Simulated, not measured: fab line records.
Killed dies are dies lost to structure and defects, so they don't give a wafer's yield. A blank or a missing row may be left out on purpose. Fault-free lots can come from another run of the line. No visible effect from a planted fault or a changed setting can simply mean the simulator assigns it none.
Matching of chambers | flow nandHarc | rieDiel-03 running NHARC_P_M1_STRIP_18: 4 sister chambers
The step strips in N2/H2. 18 wafers are shown with their chamber, then 9 later ones without.

== WAFERS PAIRED WITH THEIR CHAMBERS ==
wafer  | chamber | drypumpMotorCurrentA (A) | showerheadPlenumPTorr (Torr) | oesProductAu (a.u.)
L822.1 | 1       | 5.8                      | 2.13                         | 0.994
L822.5 | 0       | 5.7                      | 1.94                         | 1.000
L822.6 | 3       | 6.1                      | 1.93                         | 0.992
L823.1 | 0       | 5.7                      | 1.94                         | 1.004
L823.3 | 2       | 5.0                      | 2.00                         | 1.016
L823.6 | 3       | 6.1                      | 1.92                         | 0.984
L824.2 | 0       | 5.7                      | 1.94                         | 0.997
L824.4 | 1       | 5.7                      | 2.13                         | 0.978
L824.6 | 3       | 6.1                      | 1.93                         | 0.981
L827.2 | 1       | 5.7                      | 2.13                         | 0.983
L827.3 | 0       | 5.7                      | 1.94                         | 0.993
L827.5 | 0       | 5.7                      | 1.94                         | 1.002
L833.1 | 1       | 5.8                      | 2.13                         | 0.988
L833.5 | 1       | 5.8                      | 2.12                         | 0.995
L833.6 | 2       | 5.0                      | 1.99                         | 1.007
L837.1 | 3       | 6.1                      | 1.92                         | 0.996
L837.2 | 1       | 5.7                      | 2.12                         | 0.993
L837.5 | 2       | 5.0                      | 1.99                         | 0.994

SIGNATURES, as means of the wafers listed above
reading               | chamber 0 | chamber 1 | chamber 2 | chamber 3 | scatter within a chamber
drypumpMotorCurrentA  | 5.700     | 5.750     | 5.000     | 6.100     | 0.0327
showerheadPlenumPTorr | 1.9400    | 2.1267    | 1.9933    | 1.9250    | 0.00463
oesProductAu          | 0.99920   | 0.98850   | 1.00567   | 0.98825   | 0.00706
Rule: a wafer's distance from a chamber is the root of the sum, over the readings, of the square of ((its reading less the chamber's mean) divided by the reading's scatter). If the next closest chamber is less than 2 further off than the closest, the wafer can't be placed; otherwise it belongs to the closest. The scatter is the square root of a quotient: the sum, over the shown wafers, of each reading's squared deviation from its chamber's mean, divided by wafers minus chambers.

== WAFERS WITH NO CHAMBER GIVEN ==
wafer  | drypumpMotorCurrentA (A) | showerheadPlenumPTorr (Torr) | oesProductAu (a.u.)
L840.1 | 5.0                      | 1.99                         | 1.012
L840.3 | 5.8                      | 1.93                         | 0.998
L840.5 | 5.0                      | 1.99                         | 0.998
L839.2 | 5.0                      | 1.99                         | 0.994
L839.4 | 6.1                      | 1.92                         | 1.001
L839.6 | 5.7                      | 1.93                         | 1.007
L842.2 | 6.1                      | 1.92                         | 0.988
L842.3 | 5.8                      | 1.93                         | 1.009
L842.6 | 6.1                      | 1.92                         | 0.990

== EACH ONE'S CHAMBER ==
wafer  | from the rows above | in truth
L840.1 | 2                   | 2
L840.3 | 0                   | 0
L840.5 | 2                   | 2
L839.2 | 2                   | 2
L839.4 | 3                   | 3
L839.6 | 0                   | 0
L842.2 | 3                   | 3
L842.3 | 0                   | 0
L842.6 | 3                   | 3
Correct placement for 9 of the 9. From these rows, 0 cannot be placed. Number placed wrongly: 0.
